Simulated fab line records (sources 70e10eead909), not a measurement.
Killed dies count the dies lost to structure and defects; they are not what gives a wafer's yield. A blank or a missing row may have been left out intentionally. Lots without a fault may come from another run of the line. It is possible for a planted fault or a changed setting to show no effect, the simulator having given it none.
fab line records	flow nandHarc
record: lots: 24	wafers: 72	lastDay: 24
route steps=1159 shown A_BLC@977 A_M0@1011 A_M1@1044
lots that met no fault: from a run of the same line without faults
startH: start of the lot's first displayed wafer, in hours after the record's first day	waitH: time in hours since the lot's previous step	" the same as in the row above	L1.1+2: several wafers, shown together as one row	- no value present, or no start provided	* or withheld: withheld	< > ~ a bound
route shown NAME@n: names a module that has steps shown in the file, with the first one's number in the route	usual: mean/standard deviation taken from wafers without a fault	same: alike in all rows	chamber/n: place in a boat	sites: per-site readings	_std_site: their standard deviation	_edge_site: mean of outer sites minus mean of inner sites	radiusMm: for every site, how far away it sits from the centre of the wafer	mask NAME#n: copy n	behind: the last tool/chamber to shape the wafer	hold: reason for holding the lot/hours on hold/outcome of the hold	device: which transistor (n, p or np) failed to switch	end of line: the route-end tests of the same wafers	a step given without rows: its recipe and nothing more	killed: the dies lost at the first sort to structure and to defects; this is not the yield of the wafer	map: a wafer's dies, marking killed ones x, the rest . and places with no die _
set.NAME: the run value of the setting; set.NAME@STEP: its run value at that earlier step	model.NAME: the simulator's own value behind a step, which no gauge read
route steps across a sampled set of lots; one table per step, one row per wafer
services: from which hour (startH, from the record's first day; less than 0 if before it) a tool's chamber was out of use, for how many hours, and why
== steps ==
step: NHARC_A_BLC_DESCUM_15
recipe: timeS: 3	o2FlowSccm: 200	arFlowSccm: 0	biasPowerW: 0	chemistry: O2
usual: drypumpMotorCurrentA: 5.6/0.43	oesProductAu: 1.002/0.0099	rfVppV: 57.6/0.88	showerheadPlenumPTorr: 1.86/0.091	throttleValvePct: 11.311/0.0097
lot.wafer	tool	chamber	startH	waitH	drypumpMotorCurrentA	oesProductAu	rfHoursCounterH	rfVppV	showerheadPlenumPTorr	throttleValvePct
L074.4	rieDiel-13	1	390.43	0.1	5.1	1.005	11	58.1	1.83	11.302
L074.1	"	3	"	"	5.2	0.993	11	56.2	1.85	11.318
L074.6	"	1	"	"	5.1	1.005	-	55.6	1.83	11.319
L075.4	rieDiel-13	1	399.27	0.1	5.1	1.004	11	56.3	1.83	11.313
L075.3	"	3	"	"	5.2	0.994	12	58.0	1.85	11.315
L075.6	"	1	"	"	5.1	1.009	-	58.4	1.83	11.295
L076.3	rieDiel-02	0	402.96	0.1	5.1	1.012	6	58.7	2.05	11.303
L076.5	"	3	"	"	5.1	1.015	-	57.5	1.78	11.295
L076.6	"	0	"	"	5.1	1.012	-	58.9	2.05	11.315
L077.4	rieDiel-08	3	403.80	0.1	5.8	0.986	40	57.7	1.78	11.309
L077.3	"	1	"	"	5.4	0.996	38	58.8	1.88	11.285
L077.1	"	2	"	"	5.6	0.993	35	57.9	1.96	11.319
L078.4	rieDiel-02	0	431.05	0.1	5.1	1.009	9	57.2	2.05	11.319
L078.5	"	1	"	"	5.9	1.000	-	57.6	1.80	11.330
L078.6	"	2	"	"	5.5	1.008	-	57.3	1.78	11.314
L079.1	rieDiel-13	2	432.29	0.1	6.0	1.009	15	56.9	1.82	11.297
L079.5	"	1	"	"	5.1	1.016	-	58.3	1.83	11.308
L079.6	"	2	"	"	6.0	0.998	-	56.1	1.82	11.307
L080.3	rieDiel-13	1	441.66	0.1	5.1	1.018	15	57.4	1.83	11.307
L080.2	"	2	"	"	6.0	1.002	16	57.4	1.82	11.321
L080.4	"	2	"	"	6.0	1.011	-	58.5	1.82	11.318
L082.1	rieDiel-13	2	444.04	0.1	6.0	1.002	16	58.6	1.82	11.310
L082.5	"	2	"	"	6.0	1.006	-	57.2	1.82	11.331
L082.4	"	1	"	"	5.1	1.016	-	58.3	1.83	11.298
L081.1	rieDiel-02	2	444.92	0.1	5.5	1.011	11	57.5	1.79	11.313
L081.5	"	3	"	"	5.1	0.990	-	58.4	1.78	11.321
L081.6	"	0	"	"	5.1	1.010	-	58.0	2.05	11.322
L083.3	rieDiel-08	3	455.23	0.1	5.8	0.986	60	56.8	1.77	11.305
L083.1	"	2	"	"	5.6	0.997	54	57.7	1.96	11.309
L083.5	"	0	"	"	5.8	0.990	-	57.1	1.79	11.299
L084.4	rieDiel-02	0	461.10	0.1	5.1	1.010	12	59.5	2.05	11.305
L084.3	"	1	"	"	5.9	1.003	12	56.5	1.79	11.299
L084.2	"	2	"	"	5.5	0.998	13	56.6	1.78	11.300
L087.2	rieDiel-13	1	466.15	0.1	5.1	1.004	0	56.8	1.83	11.293
L087.1	"	2	"	"	6.0	0.993	0	57.2	1.82	11.311
L087.4	"	0	"	"	6.2	1.018	0	56.7	1.96	11.323
L085.2	rieDiel-13	0	472.26	0.1	6.3	1.017	2	58.0	1.96	11.312
L085.3	"	2	"	"	6.1	0.991	1	57.7	1.82	11.326
L085.5	"	0	"	"	6.3	1.011	-	56.8	1.96	11.306
L086.2	rieDiel-13	2	476.70	0.1	6.0	0.991	2	58.0	1.82	11.321
L086.5	"	2	"	"	6.0	0.991	-	56.7	1.82	11.317
L086.6	"	3	"	"	5.2	0.994	-	57.2	1.85	11.325
L088.1	rieDiel-02	3	478.82	0.1	5.1	1.003	14	59.0	1.78	11.313
L088.4	"	0	"	"	5.1	1.009	14	58.9	2.05	11.310
L088.2	"	1	"	"	5.9	0.999	14	56.9	1.79	11.296
L089.4	rieDiel-13	2	479.41	0.1	6.0	0.988	3	56.5	1.82	11.315
L089.2	"	0	"	"	6.3	1.008	3	56.8	1.96	11.311
L089.5	"	1	"	"	5.1	0.993	-	59.0	1.83	11.305
L091.3	rieDiel-13	3	496.14	0.1	5.2	0.999	4	58.4	1.85	11.318
L091.6	"	0	"	"	6.3	1.017	-	57.2	1.96	11.303
L091.5	"	1	"	"	5.1	0.999	-	58.3	1.83	11.302
L090.3	rieDiel-13	0	500.42	0.1	6.3	1.019	4	59.3	1.96	11.310
L090.1	"	1	"	"	5.1	0.994	4	56.2	1.83	11.306
L090.5	"	1	"	"	5.1	1.005	-	56.0	1.83	11.302
L092.3	rieDiel-08	0	508.11	0.1	5.8	0.993	10	59.2	1.78	11.301
L092.1	"	1	"	"	5.4	0.995	9	57.5	1.86	11.308
L092.4	"	2	"	"	5.6	0.994	9	57.9	1.95	11.300
L094.2	rieDiel-02	1	515.01	0.1	6.0	1.025	0	56.0	1.79	11.315
L094.1	"	0	"	"	5.1	1.001	0	57.1	2.05	11.315
L094.5	"	2	"	"	5.5	1.017	-	57.0	1.78	11.321
L096.1	rieDiel-08	3	517.85	0.1	5.8	0.995	13	58.9	2.07	11.321
L096.4	"	1	"	"	5.5	1.001	13	55.5	1.86	11.315
L096.6	"	3	"	"	5.8	0.992	-	59.4	2.07	11.310
L095.3	rieDiel-02	3	522.91	0.1	5.1	1.003	1	57.4	1.78	11.309
L095.5	"	3	"	"	5.1	1.001	-	56.9	1.78	11.327
L095.6	"	0	"	"	5.1	0.996	-	58.9	2.05	11.303
L093.4	rieDiel-02	2	523.07	0.1	5.5	1.015	1	57.4	1.78	11.311
L093.1	"	0	"	"	5.1	0.994	1	58.4	2.05	11.321
L093.6	"	2	"	"	5.5	0.998	-	57.8	1.78	11.309
L097.3	rieDiel-08	0	540.44	0.1	5.8	0.988	20	56.8	1.78	11.318
L097.4	"	1	"	"	5.4	0.997	22	57.9	1.86	11.310
L097.5	"	0	"	"	5.7	0.987	-	57.0	1.78	11.286
step: NHARC_A_M0_STRIP_18
recipe: powerW: 1000	n2FlowSccm: 150	h2FlowSccm: 150	arFlowSccm: 0	biasW: 0	chemistry: N2/H2
usual: drypumpMotorCurrentA: 5.8/0.56	oesProductAu: 0.995/0.01	rfVppV: 90.8/1	showerheadPlenumPTorr: 2.07/0.089	throttleValvePct: 14.171/0.009
lot.wafer	tool	chamber	startH	waitH	drypumpMotorCurrentA	oesProductAu	rfHoursCounterH	rfVppV	showerheadPlenumPTorr	throttleValvePct
L074.4	rieDiel-07	3	394.89	0.1	6.1	0.988	10	89.7	1.97	14.164
L074.1	"	0	"	"	6.7	0.999	10	90.1	2.04	14.179
L074.6	"	3	"	"	6.1	0.992	-	92.1	1.97	14.165
L075.4	rieDiel-12	1	406.07	0.1	4.9	1.000	2	90.6	2.05	14.170
L075.3	"	3	"	"	6.5	1.008	2	90.9	2.14	14.159
L075.6	"	1	"	"	5.0	1.001	-	90.6	2.05	14.161
L076.3	rieDiel-12	0	409.27	0.1	5.8	0.988	3	91.9	2.12	14.185
L076.5	"	0	"	"	5.8	0.979	-	91.4	2.12	14.180
L076.6	"	1	"	"	4.9	0.984	-	91.7	2.05	14.181
L077.4	rieDiel-03	0	409.61	0.1	6.1	1.005	1	89.8	2.12	14.174
L077.1	"	1	"	"	4.9	0.995	1	90.0	1.89	14.164
L077.3	"	3	"	"	5.6	0.998	1	90.0	1.98	14.167
L078.4	rieDiel-07	3	439.94	0.1	6.1	0.990	2	91.5	1.97	14.182
L078.6	"	1	"	"	5.9	0.996	-	91.3	2.15	14.168
L078.5	"	2	"	"	6.3	0.988	-	90.7	2.13	14.176
L079.1	rieDiel-03	3	441.56	0.1	5.7	0.997	3	89.3	1.98	14.173
L079.6	"	1	"	"	4.9	1.005	-	90.3	1.89	14.162
L079.5	"	2	"	"	5.9	0.990	-	90.8	2.08	14.164
L080.3	rieDiel-12	0	446.84	0.1	5.8	0.988	5	92.0	2.12	14.158
L080.2	"	1	"	"	4.9	0.994	5	91.9	2.05	14.166
L080.4	"	2	"	"	5.4	0.978	-	90.4	2.19	14.159
L082.1	rieDiel-03	0	452.19	0.1	6.1	1.006	4	90.8	2.12	14.159
L082.4	"	1	"	"	4.8	1.002	4	87.9	1.89	14.162
L082.5	"	1	"	"	4.8	0.994	-	91.3	1.89	14.173
L081.1	rieDiel-12	2	452.37	0.1	5.3	0.984	4	92.0	2.19	14.168
L081.6	"	2	"	"	5.3	0.990	-	90.6	2.19	14.177
L081.5	"	3	"	"	6.5	1.015	-	91.5	2.14	14.164
L083.3	rieDiel-03	1	461.47	0.1	4.8	1.003	5	90.8	1.89	14.180
L083.1	"	3	"	"	5.6	0.994	4	90.2	1.98	14.158
L083.5	"	2	"	"	5.9	0.992	-	90.7	2.08	14.181
L084.2	rieDiel-03	2	467.35	0.1	5.9	0.982	4	92.4	2.08	14.176
L084.4	"	3	"	"	5.6	1.001	4	91.5	1.98	14.166
L084.3	"	0	"	"	6.1	1.015	5	91.4	2.12	14.176
L087.4	rieDiel-07	2	470.65	0.1	6.3	1.001	4	91.3	2.13	14.175
L087.2	"	0	"	"	6.7	0.999	5	90.6	2.04	14.160
L087.1	"	1	"	"	5.9	1.007	5	92.4	2.15	14.168
L085.2	rieDiel-03	2	476.73	0.1	5.9	0.974	4	91.7	2.08	14.178
L085.3	"	0	"	"	6.1	1.012	6	91.8	2.12	14.169
L085.5	"	1	"	"	4.8	0.985	-	90.9	1.89	14.177
L086.2	rieDiel-07	2	481.26	0.1	6.3	0.989	5	91.0	2.13	14.162
L086.6	"	0	"	"	6.7	0.984	-	88.9	2.04	14.164
L086.5	"	1	"	"	5.9	0.999	-	91.5	2.15	14.174
L088.4	rieDiel-03	2	491.42	0.1	5.9	0.985	6	90.0	2.08	14.187
L088.1	"	0	"	"	6.1	1.013	7	90.6	2.12	14.178
L088.2	"	1	"	"	4.8	0.996	7	89.4	1.89	14.187
L089.4	rieDiel-03	0	491.84	0.1	6.1	1.016	7	90.3	2.12	14.173
L089.2	"	2	"	"	5.9	1.006	6	89.4	2.07	14.163
L089.5	"	3	"	"	5.6	1.000	-	90.9	1.98	14.182
L091.3	rieDiel-12	0	502.66	0.1	5.8	1.001	9	90.5	2.12	14.181
L091.5	"	1	"	"	5.0	1.002	-	92.0	2.05	14.166
L091.6	"	2	"	"	5.4	0.987	-	92.7	2.19	14.158
L090.1	rieDiel-12	0	509.56	0.1	5.8	0.980	10	91.6	2.12	14.176
L090.3	"	1	"	"	4.9	0.984	10	89.5	2.05	14.169
L090.5	"	2	"	"	5.4	0.984	-	90.7	2.19	14.166
L092.3	rieDiel-07	3	515.20	0.1	6.0	0.992	7	89.7	1.97	14.170
L092.1	"	1	"	"	5.9	1.010	7	90.0	2.15	14.166
L092.4	"	2	"	"	6.3	1.000	6	90.7	2.13	14.164
L094.1	rieDiel-03	2	522.96	0.1	5.9	1.001	8	90.1	2.07	14.179
L094.2	"	3	"	"	5.6	1.010	8	91.9	1.98	14.174
L094.5	"	2	"	"	5.9	0.996	-	90.7	2.07	14.182
L096.4	rieDiel-07	0	524.07	0.1	6.7	0.985	8	90.4	2.04	14.179
L096.1	"	2	"	"	6.3	0.998	7	89.9	2.13	14.174
L096.6	"	3	"	"	6.1	0.982	-	90.2	1.97	14.183
L095.3	rieDiel-07	2	529.60	0.1	6.3	0.996	8	91.2	2.13	14.166
L095.6	"	2	"	"	6.3	0.980	-	91.7	2.13	14.160
L095.5	"	3	"	"	6.1	0.988	-	89.5	1.97	14.176
L093.1	rieDiel-12	2	529.99	0.1	5.4	0.984	11	90.8	2.19	14.151
L093.4	"	3	"	"	6.5	1.008	11	89.8	2.14	14.156
L093.6	"	3	"	"	6.4	1.010	-	89.8	2.14	14.160
L097.3	rieDiel-12	2	545.00	0.1	5.4	0.985	12	92.5	2.19	14.163
L097.4	"	1	"	"	4.9	0.994	13	91.5	2.04	14.176
L097.5	"	3	"	"	6.5	1.010	-	90.5	2.14	14.172
step: NHARC_A_M0_PVD_20
recipe: targetThkA: 50	biasV: 168.6	powerW: 15000	chamberPressurePa: 0.12	timeS: 8.06	substrateTempC: 50	material: TaN
usual: chamberPressurePa: 0.11998/0.00025	throttleValvePct: 29.3/1.2
lot.wafer	tool	chamber	startH	waitH	chamberPressurePa	throttleValvePct
L074.4	pvdSputter-03	-	-	-	0.12011	30.6
L074.1	"	-	"	"	0.11963	30.6
L074.6	"	-	"	"	0.12038	30.9
L075.3	pvdSputter-01	-	-	-	0.11987	30.2
L075.4	"	-	"	"	0.12021	29.8
L075.6	"	-	"	"	0.11963	28.3
L076.3	pvdSputter-02	-	-	-	0.11971	27.0
L076.5	"	-	"	"	0.11974	28.5
L076.6	"	-	"	"	0.11983	29.4
L077.4	pvdSputter-01	-	-	-	0.11994	28.1
L077.1	"	-	"	"	0.11981	30.0
L077.3	"	-	"	"	0.11986	29.5
L078.4	pvdSputter-02	-	-	-	0.12005	29.8
L078.5	"	-	"	"	0.11989	29.8
L078.6	"	-	"	"	0.11957	27.2
L079.1	pvdSputter-03	-	-	-	0.11994	30.7
L079.6	"	-	"	"	0.12055	30.7
L079.5	"	-	"	"	0.11968	30.6
L080.3	pvdSputter-02	-	-	-	0.12029	28.7
L080.4	"	-	"	"	0.12027	28.2
L080.2	"	-	"	"	0.11996	27.0
L082.1	pvdSputter-02	-	-	-	0.11967	27.1
L082.4	"	-	"	"	0.11982	28.7
L082.5	"	-	"	"	0.11971	27.3
L081.1	pvdSputter-03	-	-	-	0.1199	30.8
L081.6	"	-	"	"	0.1204	30.9
L081.5	"	-	"	"	0.12034	30.7
L083.3	pvdSputter-02	-	-	-	0.12021	28.9
L083.1	"	-	"	"	0.11962	28.4
L083.5	"	-	"	"	0.12017	27.0
L084.2	pvdSputter-01	-	-	-	0.11975	30.1
L084.4	"	-	"	"	0.12056	28.3
L084.3	"	-	"	"	0.11987	28.8
L087.2	pvdSputter-02	-	-	-	0.1205	28.5
L087.1	"	-	"	"	0.12003	29.7
L087.4	"	-	"	"	0.12004	26.8
L085.2	pvdSputter-03	-	-	-	0.12019	31.5
L085.3	"	-	"	"	0.11951	30.4
L085.5	"	-	"	"	0.12004	30.3
L086.2	pvdSputter-03	-	-	-	0.12009	30.9
L086.5	"	-	"	"	0.11989	30.4
L086.6	"	-	"	"	0.11948	31.4
L088.4	pvdSputter-02	-	-	-	0.12	27.1
L088.1	"	-	"	"	0.11997	28.6
L088.2	"	-	"	"	0.11957	28.4
L089.4	pvdSputter-03	-	-	-	0.11997	30.2
L089.2	"	-	"	"	0.11993	30.4
L089.5	"	-	"	"	0.12002	30.6
L091.3	pvdSputter-02	-	-	-	0.12019	28.6
L091.6	"	-	"	"	0.11996	28.8
L091.5	"	-	"	"	0.12021	28.3
L090.1	pvdSputter-01	-	-	-	0.12025	30.2
L090.3	"	-	"	"	0.12008	29.5
L090.5	"	-	"	"	0.11993	29.9
L092.4	pvdSputter-02	-	-	-	0.1203	28.2
L092.1	"	-	"	"	0.12008	27.3
L092.3	"	-	"	"	0.12014	28.9
L094.2	pvdSputter-02	-	-	-	0.11998	28.3
L094.1	"	-	"	"	0.12003	29.7
L094.5	"	-	"	"	0.12018	28.2
L096.4	pvdSputter-02	-	-	-	0.11986	29.6
L096.1	"	-	"	"	0.11982	28.7
L096.6	"	-	"	"	0.12016	26.9
L095.3	pvdSputter-01	-	-	-	0.12007	28.7
L095.5	"	-	"	"	0.11976	29.6
L095.6	"	-	"	"	0.11949	29.2
L093.1	pvdSputter-02	-	-	-	0.12015	28.2
L093.4	"	-	"	"	0.12002	29.7
L093.6	"	-	"	"	0.11997	28.4
L097.4	pvdSputter-03	-	-	-	0.12039	30.5
L097.3	"	-	"	"	0.11979	30.4
L097.5	"	-	"	"	0.11969	31.6
step: NHARC_A_M0_THK_MEAS_24
recipe: thkMeasGauge: xrf
usual: thkNm: 114.2/1.6
lot.wafer	tool	chamber	startH	waitH	thkNm
L074.1	filmMetro-02	-	396.87	-	116.3
L074.4	"	-	"	"	115.3
L074.6	"	-	"	"	112.5
L075.3	filmMetro-01	-	408.05	-	115.1
L075.4	"	-	"	"	113.9
L075.6	"	-	"	"	113.1
L076.3	filmMetro-02	-	411.22	-	117.4
L076.5	"	-	"	"	115.2
L076.6	"	-	"	"	118.5
L077.1	filmMetro-02	-	411.56	-	113.1
L077.3	"	-	"	"	115.5
L077.4	"	-	"	"	113.7
L078.4	filmMetro-02	-	441.83	-	112.1
L078.5	"	-	"	"	111.0
L078.6	"	-	"	"	114.4
L079.1	filmMetro-02	-	443.44	-	115.0
L079.5	"	-	"	"	112.8
L079.6	"	-	"	"	114.7
L080.2	filmMetro-01	-	448.79	-	113.7
L080.3	"	-	"	"	112.4
L080.4	"	-	"	"	115.1
L082.1	filmMetro-02	-	454.13	-	114.7
L082.4	"	-	"	"	116.7
L082.5	"	-	"	"	115.5
L081.1	filmMetro-01	-	454.43	-	114.8
L081.5	"	-	"	"	116.3
L081.6	"	-	"	"	115.2
L083.1	filmMetro-02	-	463.79	-	114.0
L083.3	"	-	"	"	115.0
L083.5	"	-	"	"	112.9
L084.2	filmMetro-02	-	469.29	-	114.8
L084.3	"	-	"	"	116.2
L084.4	"	-	"	"	116.4
L087.1	filmMetro-01	-	472.82	-	114.3
L087.2	"	-	"	"	115.3
L087.4	"	-	"	"	114.2
L085.2	filmMetro-02	-	478.84	-	114.4
L085.3	"	-	"	"	113.3
L085.5	"	-	"	"	114.8
L086.2	filmMetro-01	-	483.18	-	112.6
L086.5	"	-	"	"	112.5
L086.6	"	-	"	"	112.0
L088.1	filmMetro-01	-	493.40	-	114.5
L088.2	"	-	"	"	115.8
L088.4	"	-	"	"	113.7
L089.2	filmMetro-02	-	493.75	-	113.7
L089.4	"	-	"	"	115.5
L089.5	"	-	"	"	116.7
L091.3	filmMetro-02	-	504.83	-	116.1
L091.5	"	-	"	"	116.8
L091.6	"	-	"	"	115.6
L090.1	filmMetro-02	-	511.45	-	114.3
L090.3	"	-	"	"	113.3
L090.5	"	-	"	"	114.4
L092.1	filmMetro-02	-	517.16	-	111.6
L092.3	"	-	"	"	113.8
L092.4	"	-	"	"	112.6
L094.1	filmMetro-01	-	524.93	-	114.7
L094.2	"	-	"	"	114.9
L094.5	"	-	"	"	116.9
L096.1	filmMetro-02	-	526.00	-	113.7
L096.4	"	-	"	"	116.9
L096.6	"	-	"	"	118.1
L095.3	filmMetro-01	-	531.55	-	113.1
L095.5	"	-	"	"	113.5
L095.6	"	-	"	"	113.9
L093.1	filmMetro-02	-	531.98	-	115.8
L093.4	"	-	"	"	114.6
L093.6	"	-	"	"	113.6
L097.3	filmMetro-01	-	546.96	-	115.5
L097.4	"	-	"	"	114.9
L097.5	"	-	"	"	112.4
step: NHARC_A_M1_ETCH_28
recipe: targetDepthA: 300	overEtchFrac: 0.3	timeS: 72.99	ionEnergyEv: 150	cf4FlowSccm: 50	n2FlowSccm: 100	arFlowSccm: 150	rfW: 300	biasW: 100	chemistry: CF4/N2
usual: drypumpMotorCurrentA: 5.5/0.4	oesProductAu: 1.003/0.0084	rfVppV: 314.0/2.1	showerheadPlenumPTorr: 2.62/0.11	throttleValvePct: 19.793/0.0089
lot.wafer	tool	chamber	startH	waitH	drypumpMotorCurrentA	oesProductAu	rfHoursCounterH	rfVppV	showerheadPlenumPTorr	throttleValvePct
L074.4	rieDiel-10	3	-	-	5.4	1.003	1	316.3	2.74	19.792
L074.1	"	0	"	"	5.2	1.010	1	313.2	2.66	19.784
L074.6	"	3	"	"	5.4	0.999	-	317.0	2.74	19.794
L075.4	rieDiel-06	2	-	-	5.6	0.994	13	311.3	2.50	19.791
L075.3	"	1	"	"	6.0	1.011	14	310.3	2.44	19.806
L075.6	"	3	"	"	5.1	1.013	-	309.9	2.46	19.775
L076.3	rieDiel-10	3	-	-	5.4	1.001	1	316.5	2.74	19.791
L076.5	"	3	"	"	5.4	0.990	-	315.9	2.74	19.800
L076.6	"	0	"	"	5.2	0.996	-	314.7	2.66	19.799
L077.1	rieDiel-10	3	-	-	5.4	0.998	1	316.3	2.74	19.789
L077.3	"	0	"	"	5.2	0.999	1	315.2	2.66	19.798
L077.4	"	1	"	"	4.9	0.998	1	317.7	2.79	19.784
L078.4	rieDiel-10	2	-	-	6.2	1.007	2	313.0	2.60	19.806
L078.6	"	2	"	"	6.2	1.006	-	314.0	2.60	19.806
L078.5	"	3	"	"	5.4	0.995	-	314.5	2.74	19.802
L079.1	rieDiel-10	0	-	-	5.2	0.996	2	314.7	2.66	19.798
L079.6	"	2	"	"	6.2	0.998	-	313.4	2.60	19.790
L079.5	"	3	"	"	5.4	0.993	-	317.6	2.74	19.791
L080.3	rieDiel-10	0	-	-	5.2	1.007	2	313.8	2.66	19.795
L080.2	"	1	"	"	4.9	1.013	2	315.6	2.79	19.785
L080.4	"	3	"	"	5.4	0.989	2	315.0	2.74	19.800
L082.1	rieDiel-06	3	-	-	5.0	1.003	3	310.7	2.46	19.790
L082.4	"	2	"	"	5.6	0.997	3	310.6	2.50	19.795
L082.5	"	0	"	"	5.9	0.993	-	316.2	2.73	19.786
L081.1	rieDiel-05	1	-	-	5.6	1.015	6	313.7	2.60	19.774
L081.5	"	3	"	"	5.4	1.018	-	314.1	2.63	19.801
L081.6	"	0	"	"	5.2	1.005	-	316.3	2.74	19.790
L083.3	rieDiel-05	1	-	-	5.6	1.001	6	312.3	2.60	19.812
L083.1	"	2	"	"	5.5	1.001	6	313.4	2.64	19.784
L083.5	"	1	"	"	5.6	1.008	-	313.5	2.60	19.802
L084.3	rieDiel-06	2	-	-	5.6	0.991	4	311.8	2.50	19.795
L084.2	"	3	"	"	5.0	0.997	4	309.3	2.45	19.779
L084.4	"	1	"	"	6.0	0.995	4	311.5	2.44	19.790
L087.1	rieDiel-06	0	-	-	5.9	0.990	5	317.0	2.73	19.785
L087.4	"	1	"	"	6.0	1.001	4	312.1	2.44	19.786
L087.2	"	2	"	"	5.6	1.004	4	309.8	2.50	19.788
L085.3	rieDiel-05	3	-	-	5.4	1.011	9	312.5	2.62	19.800
L085.2	"	0	"	"	5.2	1.010	8	315.0	2.74	19.789
L085.5	"	2	"	"	5.5	1.005	-	313.9	2.64	19.797
L086.2	rieDiel-10	3	-	-	5.4	0.998	3	315.3	2.74	19.783
L086.6	"	2	"	"	6.2	1.010	-	313.5	2.60	19.793
L086.5	"	1	"	"	4.9	1.002	-	315.5	2.79	19.802
L088.1	rieDiel-10	0	-	-	5.2	1.006	3	315.2	2.66	19.787
L088.2	"	2	"	"	6.2	1.006	3	314.1	2.60	19.792
L088.4	"	3	"	"	5.4	1.004	3	316.8	2.74	19.795
L089.4	rieDiel-10	3	-	-	5.4	0.995	3	314.6	2.74	19.786
L089.2	"	1	"	"	4.9	1.004	3	315.7	2.79	19.787
L089.5	"	3	"	"	5.4	1.003	-	315.4	2.74	19.800
L091.3	rieDiel-06	1	-	-	6.0	1.011	6	310.7	2.44	19.803
L091.5	"	2	"	"	5.6	1.016	-	312.2	2.50	19.799
L091.6	"	3	"	"	5.0	1.003	-	310.8	2.45	19.802
L090.1	rieDiel-05	3	-	-	5.4	1.004	11	314.2	2.62	19.797
L090.3	"	1	"	"	5.6	1.010	10	313.8	2.60	19.789
L090.5	"	3	"	"	5.4	1.007	-	315.2	2.62	19.801
L092.1	rieDiel-10	3	-	-	5.4	0.993	4	315.2	2.74	19.798
L092.3	"	1	"	"	4.9	1.009	4	316.0	2.79	19.789
L092.4	"	2	"	"	6.2	1.002	4	315.1	2.60	19.799
L094.2	rieDiel-06	3	-	-	5.0	0.995	8	310.5	2.45	19.794
L094.1	"	1	"	"	6.0	1.001	8	310.9	2.44	19.799
L094.5	"	3	"	"	5.0	0.997	-	311.4	2.45	19.795
L096.4	rieDiel-06	1	-	-	6.0	0.996	8	310.2	2.44	19.812
L096.1	"	3	"	"	5.0	1.002	8	310.9	2.45	19.793
L096.6	"	1	"	"	6.0	1.004	-	310.5	2.44	19.786
L095.3	rieDiel-06	0	-	-	5.9	0.999	9	315.7	2.72	19.788
L095.5	"	1	"	"	6.0	1.001	-	310.5	2.44	19.781
L095.6	"	2	"	"	5.6	1.006	-	311.3	2.50	19.787
L093.4	rieDiel-05	3	-	-	5.4	1.011	1	315.4	2.62	19.788
L093.1	"	0	"	"	5.2	1.013	1	316.1	2.74	19.785
L093.6	"	1	"	"	5.6	0.999	-	311.9	2.60	19.781
L097.4	rieDiel-05	1	-	-	5.6	0.983	1	313.0	2.60	19.797
L097.3	"	2	"	"	5.5	1.010	1	313.2	2.64	19.792
L097.5	"	1	"	"	5.6	0.987	-	312.9	2.60	19.800
step: NHARC_A_M1_DEGAS_29
recipe: tempC: 250	timeS: 60
usual: heaterPowerW: 335/23
lot.wafer	tool	chamber	startH	waitH	heaterPowerW
L074.4	pvdSputter-03	-	399.62	-	362
L074.1	"	-	"	"	330
L074.6	"	-	"	"	323
L075.3	pvdSputter-02	-	411.02	-	342
L075.4	"	-	"	"	328
L075.6	"	-	"	"	331
L076.3	pvdSputter-03	-	413.87	-	321
L076.6	"	-	"	"	320
L076.5	"	-	"	"	328
L077.1	pvdSputter-02	-	414.50	-	328
L077.4	"	-	"	"	344
L077.3	"	-	"	"	320
L078.4	pvdSputter-02	-	444.60	-	304
L078.6	"	-	"	"	332
L078.5	"	-	"	"	349
L079.1	pvdSputter-03	-	446.17	-	330
L079.6	"	-	"	"	327
L079.5	"	-	"	"	328
L080.2	pvdSputter-03	-	451.66	-	324
L080.3	"	-	"	"	322
L080.4	"	-	"	"	319
L082.4	pvdSputter-01	-	456.75	-	288
L082.1	"	-	"	"	377
L082.5	"	-	"	"	383
L081.1	pvdSputter-02	-	457.20	-	316
L081.5	"	-	"	"	328
L081.6	"	-	"	"	325
L083.1	pvdSputter-01	-	466.45	-	284
L083.3	"	-	"	"	387
L083.5	"	-	"	"	324
L084.2	pvdSputter-01	-	472.11	-	351
L084.4	"	-	"	"	320
L084.3	"	-	"	"	378
L087.4	pvdSputter-03	-	475.77	-	345
L087.1	"	-	"	"	345
L087.2	"	-	"	"	315
L085.3	pvdSputter-01	-	481.61	-	346
L085.2	"	-	"	"	338
L085.5	"	-	"	"	339
L086.2	pvdSputter-03	-	486.48	-	312
L086.5	"	-	"	"	351
L086.6	"	-	"	"	304
L088.2	pvdSputter-02	-	496.47	-	328
L088.1	"	-	"	"	326
L088.4	"	-	"	"	311
L089.2	pvdSputter-03	-	497.16	-	346
L089.4	"	-	"	"	345
L089.5	"	-	"	"	334
L091.3	pvdSputter-03	-	507.67	-	331
L091.5	"	-	"	"	330
L091.6	"	-	"	"	332
L090.1	pvdSputter-02	-	514.20	-	337
L090.3	"	-	"	"	326
L090.5	"	-	"	"	341
L092.3	pvdSputter-03	-	520.19	-	317
L092.4	"	-	"	"	329
L092.1	"	-	"	"	334
L094.2	pvdSputter-01	-	527.89	-	325
L094.1	"	-	"	"	286
L094.5	"	-	"	"	368
L096.4	pvdSputter-02	-	528.96	-	335
L096.1	"	-	"	"	307
L096.6	"	-	"	"	354
L095.3	pvdSputter-02	-	534.70	-	319
L095.6	"	-	"	"	329
L095.5	"	-	"	"	356
L093.1	pvdSputter-03	-	534.72	-	350
L093.4	"	-	"	"	333
L093.6	"	-	"	"	343
L097.3	pvdSputter-01	-	549.61	-	372
L097.4	"	-	"	"	293
L097.5	"	-	"	"	400
== services ==
tool	chamber	startH	hours	kind
rieDiel-12	-	379.47	9.0	pm
pvdSputter-02	-	392.05	10.0	pm
rieDiel-03	-	392.30	9.0	pm
rieDiel-06	0	392.97	1.4	repair
rieDiel-03	-	408.10	0.9	repair
pvdSputter-01	-	413.62	4.7	repair
rieDiel-13	1	414.47	6.7	repair
pvdSputter-02	-	416.34	1.0	repair
rieDiel-06	0	417.45	6.4	repair
rieDiel-06	-	418.20	9.0	pm
pvdSputter-02	-	420.97	1.0	repair
rieDiel-13	0	422.73	16.6	repair
rieDiel-13	3	424.97	9.9	repair
rieDiel-13	3	436.00	10.3	repair
rieDiel-03	2	443.81	3.2	repair
rieDiel-13	-	453.00	9.0	pm
pvdSputter-03	-	458.00	10.0	pm
rieDiel-10	2	467.78	4.6	repair
rieDiel-10	0	478.53	10.4	repair
pvdSputter-02	-	508.30	4.1	repair
pvdSputter-01	-	514.02	10.0	pm
rieDiel-13	1	523.36	9.7	repair
rieDiel-10	-	530.50	9.0	pm
rieDiel-10	-	549.14	0.3	repair
== key ==
fault none
